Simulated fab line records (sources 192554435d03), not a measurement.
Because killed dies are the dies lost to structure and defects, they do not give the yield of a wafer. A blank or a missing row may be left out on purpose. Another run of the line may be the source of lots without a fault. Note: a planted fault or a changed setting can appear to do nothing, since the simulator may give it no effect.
Problem report, 8D (eight disciplines) form, completed by code | flow n5_finfet | the parts of the form that need people (team, actions taken, sign-off) are left out

== 1. PROBLEM STATEMENT ==
Wafers without a fault read 150.0 W, standard deviation 0.48; bias_w at N5_BEOL_M3_ETCH_70 reads a mean of 119.0 W on 2 wafers belonging to 2 lots. Relative to the usual mean, that is a shift of -65 standard deviations.
The step: etches SOC in N2/H2, target depth 80 nm, overetch 16 nm, time 120 s.
First seen on wafer L263.1, day 10 17:38, on rie_diel-05. The record has a number at this step for 18 wafers belonging to 6 lots. Rule for "out", or "out of limits": more than 4 standard deviations from the usual mean. The rest of the wafers with a number are treated as sound.

== 2. WHAT THIS IS AND IS NOT ==
question                    | is                | is not
which readings at this step | bias_w, rf_vpp_V  | drypump_motor_current_A, n2_flow_sccm, oes_product_au, showerhead_plenum_p_Torr, temp_c, throttle_valve_pct
which lots                  | L263, L265        | L256, L260, L269, L273
which wafers of those lots  | L263.1, L265.4    | L263.2, L263.3, L265.1, L265.6
read on which tools         | rie_diel-05       | rie_diel-03, rie_diel-06
when                        | from day 10 17:38 | up to then (8 sound wafers); but 8 sound wafers of L265, L269, L273 came after

== 3. SUSPECTS, AND WHAT RULES EACH OUT ==
Counting: if a tool at a process step up to the reading ran every lot that is out, it stays a suspect. Sound lots after the first of them don't rule it out here, since some wafers of a struck lot are sound.
- rie_diel-05 at N5_BEOL_M3_ETCHBACK_99 (etches SiO2 in CHF3, target depth 5 nm, time 10.4 s): kept. Every lot that is out went through it, the first being L263 (day 10 17:35); the last sound lot it ran before that was L260 (day 9 11:37).
- rie_diel-05 at N5_BEOL_M3_ETCH_70 (etches SOC in N2/H2, target depth 80 nm, overetch 16 nm, time 120 s): kept. Every lot that is out went through it, the first being L263 (day 10 17:38); the last sound lot it ran before that was L260 (day 9 11:38). Out on those wafers are its own readings of bias_w, rf_vpp_V.
- In rie_diel-05 at N5_BEOL_M3_ETCHBACK_99, the wafers that are out were processed in chamber 1 and their sound lot-mates in chambers 0, 2, 3.
- In rie_diel-05 at N5_BEOL_M3_ETCH_70, the wafers that are out were processed in chamber 1 and their sound lot-mates in chambers 0, 2, 3.
Remaining after the count are rie_diel-05 at N5_BEOL_M3_ETCHBACK_99 and rie_diel-05 at N5_BEOL_M3_ETCH_70.

== 4. THE CAUSE (what the simulator had put in) ==
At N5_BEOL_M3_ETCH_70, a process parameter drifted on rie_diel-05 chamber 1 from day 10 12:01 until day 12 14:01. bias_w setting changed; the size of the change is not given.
Of the 2 suspects that counting leaves, this tool is one.

== 5. SEQUENCE OF EFFECTS, ordered by route ==
Each row: a reading where the mean over the struck wafers with a number is more than 3 standard deviations away from the usual. Only readings whose record carries a usual standard deviation are examined. hours: median over the lots of the time between each lot's start at the first step of this table that gives one and its start at this step. sigmas: the change, counted in usual standard deviations.
hours | step               | reading  | usual   | on struck wafers | change | sigmas
0     | N5_BEOL_M3_ETCH_70 | bias_w   | 150.0 W | 119.0            | -31.0  | -65
0     | N5_BEOL_M3_ETCH_70 | rf_vpp_V | 523.9 V | 450.1            | -73.8  | -39
Here are the process steps it includes:
- N5_BEOL_M3_ETCH_70: etches SOC in N2/H2, target depth 80 nm, overetch 16 nm, time 120 s.
Later steps that measure or inspect, where all struck wafers having a row at the step show a number for every such reading and not one has moved that far: N5_BEOL_M4_RC_MEAS_101.

== 6. WHAT WOULD HAVE CAUGHT IT SOONER ==
The fault began at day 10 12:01; the first out-of-limits reading in this record came at day 10 17:38, 6 hours later.
